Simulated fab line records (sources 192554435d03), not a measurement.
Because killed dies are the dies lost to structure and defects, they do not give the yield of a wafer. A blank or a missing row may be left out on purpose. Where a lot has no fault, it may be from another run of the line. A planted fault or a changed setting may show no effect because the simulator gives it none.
Matching of chambers || flow n5_finfet || rie_diel-03 running N5_BEOL_M3_STRIP_19: 4 sister chambers
The step strips in O2. 18 wafers are shown with their chamber, then 9 later ones without.

## WAFERS WITH THEIR CHAMBER
{"wafer": "L075.2", "chamber": 2, "throttle_valve_pct (%)": 16.61, "showerhead_plenum_p_Torr (Torr)": 2.12, "drypump_motor_current_A (A)": 5.8}
{"wafer": "L075.3", "chamber": 1, "throttle_valve_pct (%)": 16.44, "showerhead_plenum_p_Torr (Torr)": 2.15, "drypump_motor_current_A (A)": 5.8}
{"wafer": "L075.5", "chamber": 2, "throttle_valve_pct (%)": 16.64, "showerhead_plenum_p_Torr (Torr)": 2.12, "drypump_motor_current_A (A)": 5.7}
{"wafer": "L077.4", "chamber": 1, "throttle_valve_pct (%)": 16.45, "showerhead_plenum_p_Torr (Torr)": 2.15, "drypump_motor_current_A (A)": 5.8}
{"wafer": "L077.5", "chamber": 0, "throttle_valve_pct (%)": 17.17, "showerhead_plenum_p_Torr (Torr)": 2.11, "drypump_motor_current_A (A)": 5.4}
{"wafer": "L077.6", "chamber": 3, "throttle_valve_pct (%)": 16.68, "showerhead_plenum_p_Torr (Torr)": 2.20, "drypump_motor_current_A (A)": 6.3}
{"wafer": "L079.2", "chamber": 0, "throttle_valve_pct (%)": 17.19, "showerhead_plenum_p_Torr (Torr)": 2.11, "drypump_motor_current_A (A)": 5.4}
{"wafer": "L079.3", "chamber": 2, "throttle_valve_pct (%)": 16.64, "showerhead_plenum_p_Torr (Torr)": 2.12, "drypump_motor_current_A (A)": 5.7}
{"wafer": "L079.4", "chamber": 3, "throttle_valve_pct (%)": 16.69, "showerhead_plenum_p_Torr (Torr)": 2.20, "drypump_motor_current_A (A)": 6.3}
{"wafer": "L080.2", "chamber": 3, "throttle_valve_pct (%)": 16.69, "showerhead_plenum_p_Torr (Torr)": 2.20, "drypump_motor_current_A (A)": 6.3}
{"wafer": "L080.4", "chamber": 1, "throttle_valve_pct (%)": 16.45, "showerhead_plenum_p_Torr (Torr)": 2.15, "drypump_motor_current_A (A)": 5.8}
{"wafer": "L080.5", "chamber": 3, "throttle_valve_pct (%)": 16.70, "showerhead_plenum_p_Torr (Torr)": 2.20, "drypump_motor_current_A (A)": 6.2}
{"wafer": "L082.1", "chamber": 0, "throttle_valve_pct (%)": 17.17, "showerhead_plenum_p_Torr (Torr)": 2.11, "drypump_motor_current_A (A)": 5.4}
{"wafer": "L082.2", "chamber": 1, "throttle_valve_pct (%)": 16.44, "showerhead_plenum_p_Torr (Torr)": 2.14, "drypump_motor_current_A (A)": 5.8}
{"wafer": "L082.6", "chamber": 0, "throttle_valve_pct (%)": 17.19, "showerhead_plenum_p_Torr (Torr)": 2.11, "drypump_motor_current_A (A)": 5.4}
{"wafer": "L084.2", "chamber": 2, "throttle_valve_pct (%)": 16.67, "showerhead_plenum_p_Torr (Torr)": 2.12, "drypump_motor_current_A (A)": 5.7}
{"wafer": "L084.4", "chamber": 1, "throttle_valve_pct (%)": 16.48, "showerhead_plenum_p_Torr (Torr)": 2.14, "drypump_motor_current_A (A)": 5.8}
{"wafer": "L084.6", "chamber": 3, "throttle_valve_pct (%)": 16.71, "showerhead_plenum_p_Torr (Torr)": 2.19, "drypump_motor_current_A (A)": 6.3}

SIGNATURES, as means of the wafers listed above
{"reading": "throttle_valve_pct", "chamber 0": 17.1800, "chamber 1": 16.4520, "chamber 2": 16.6400, "chamber 3": 16.6940, "scatter within a chamber": 0.0165}
{"reading": "showerhead_plenum_p_Torr", "chamber 0": 2.1100, "chamber 1": 2.1460, "chamber 2": 2.1200, "chamber 3": 2.1980, "scatter within a chamber": 0.00378}
{"reading": "drypump_motor_current_A", "chamber 0": 5.400, "chamber 1": 5.800, "chamber 2": 5.725, "chamber 3": 6.280, "scatter within a chamber": 0.0333}
Rule: for each reading, subtract the chamber's mean from the wafer's reading, divide by that reading's scatter and square the result; add these up over the readings and take the root, which gives the wafer's distance from the chamber. The wafer belongs to the nearest chamber; if the next one is less than 2 further off, it can't be placed. The scatter: take each reading less its chamber's mean, square it, sum over the shown wafers, divide by the number of wafers less the number of chambers, and take the root.

## WAFERS WITH NO CHAMBER GIVEN
{"wafer": "L089.4", "throttle_valve_pct (%)": 16.66, "showerhead_plenum_p_Torr (Torr)": 2.12, "drypump_motor_current_A (A)": 5.7}
{"wafer": "L089.5", "throttle_valve_pct (%)": 16.47, "showerhead_plenum_p_Torr (Torr)": 2.14, "drypump_motor_current_A (A)": 5.8}
{"wafer": "L089.6", "throttle_valve_pct (%)": 16.73, "showerhead_plenum_p_Torr (Torr)": 2.19, "drypump_motor_current_A (A)": 6.3}
{"wafer": "L091.1", "throttle_valve_pct (%)": 16.67, "showerhead_plenum_p_Torr (Torr)": 2.12, "drypump_motor_current_A (A)": 5.7}
{"wafer": "L091.3", "throttle_valve_pct (%)": 17.21, "showerhead_plenum_p_Torr (Torr)": 2.10, "drypump_motor_current_A (A)": 5.4}
{"wafer": "L091.6", "throttle_valve_pct (%)": 16.73, "showerhead_plenum_p_Torr (Torr)": 2.19, "drypump_motor_current_A (A)": 6.3}
{"wafer": "L096.3", "throttle_valve_pct (%)": 17.24, "showerhead_plenum_p_Torr (Torr)": 2.09, "drypump_motor_current_A (A)": 5.4}
{"wafer": "L096.4", "throttle_valve_pct (%)": 16.52, "showerhead_plenum_p_Torr (Torr)": 2.13, "drypump_motor_current_A (A)": 5.8}
{"wafer": "L096.6", "throttle_valve_pct (%)": 17.25, "showerhead_plenum_p_Torr (Torr)": 2.09, "drypump_motor_current_A (A)": 5.4}

## EACH ONE'S CHAMBER
{"wafer": "L089.4", "from the rows above": 2, "in truth": 2}
{"wafer": "L089.5", "from the rows above": 1, "in truth": 1}
{"wafer": "L089.6", "from the rows above": 3, "in truth": 3}
{"wafer": "L091.1", "from the rows above": 2, "in truth": 2}
{"wafer": "L091.3", "from the rows above": 0, "in truth": 0}
{"wafer": "L091.6", "from the rows above": 3, "in truth": 3}
{"wafer": "L096.3", "from the rows above": 0, "in truth": 0}
{"wafer": "L096.4", "from the rows above": 1, "in truth": 1}
{"wafer": "L096.6", "from the rows above": 0, "in truth": 0}
Placed correctly: 9 of 9. Left unplaced by these rows: 0. Number placed wrongly: 0.
